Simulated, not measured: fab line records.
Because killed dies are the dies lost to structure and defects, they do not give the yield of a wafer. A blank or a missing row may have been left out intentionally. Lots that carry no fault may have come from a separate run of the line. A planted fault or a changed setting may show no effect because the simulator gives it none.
Chamber matching | flow nand-harc | 4 sister chambers for NHARC_P_CONTACT_ETCH_35 on rie-diel-01
The step etches the open film in CF4, target depth 39 nm, time 65 s. 4 wafers are shown with their chamber, then 7 later ones without.

== WAFERS, EACH WITH ITS CHAMBER ==
wafer  | chamber | oes-product-au (a.u.)
L991.4 | 3       | 1.003
L991.6 | 1       | 1.023
L996.2 | 2       | 0.992
L996.3 | 0       | 0.991

== WAFERS WITHOUT THEIR CHAMBER ==
wafer  | oes-product-au (a.u.)
L996.4 | 0.999
L103.4 | 0.993
L103.5 | 0.998
L103.6 | 1.011
L105.1 | 0.997
L105.2 | 0.997
L105.4 | 0.989

== WHICH CHAMBER EACH WENT THROUGH ==
wafer  | from the rows above          | in truth
L996.4 | can't be placed: 3 or 2 or 0 | 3
L103.4 | can't be placed: 2 or 0 or 3 | 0
L103.5 | can't be placed: 3 or 2 or 0 | 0
L103.6 | can't be placed: 3 or 1      | 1
L105.1 | can't be placed: 2 or 3 or 0 | 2
L105.2 | can't be placed: 2 or 3 or 0 | 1
L105.4 | can't be placed: 0 or 2      | 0
Correctly placed: 0 of 7. Unplaceable from these rows: 7, with the true chamber sitting among the candidates in 6. Placed wrongly: 0.
How it was worked out, from the rows above alone: a wafer's distance from a chamber is the root of the sum, over the readings, of the square of ((its reading less the chamber's mean) divided by the reading's scatter). If the next closest chamber is less than 2 further off than the closest, the wafer can't be placed; otherwise it belongs to the closest. The mean given for a chamber averages the wafers shown for that chamber. The scatter (one wafer shown for each chamber): square how far every hidden wafer sits from the nearest shown wafer, average those squares and take the square root.
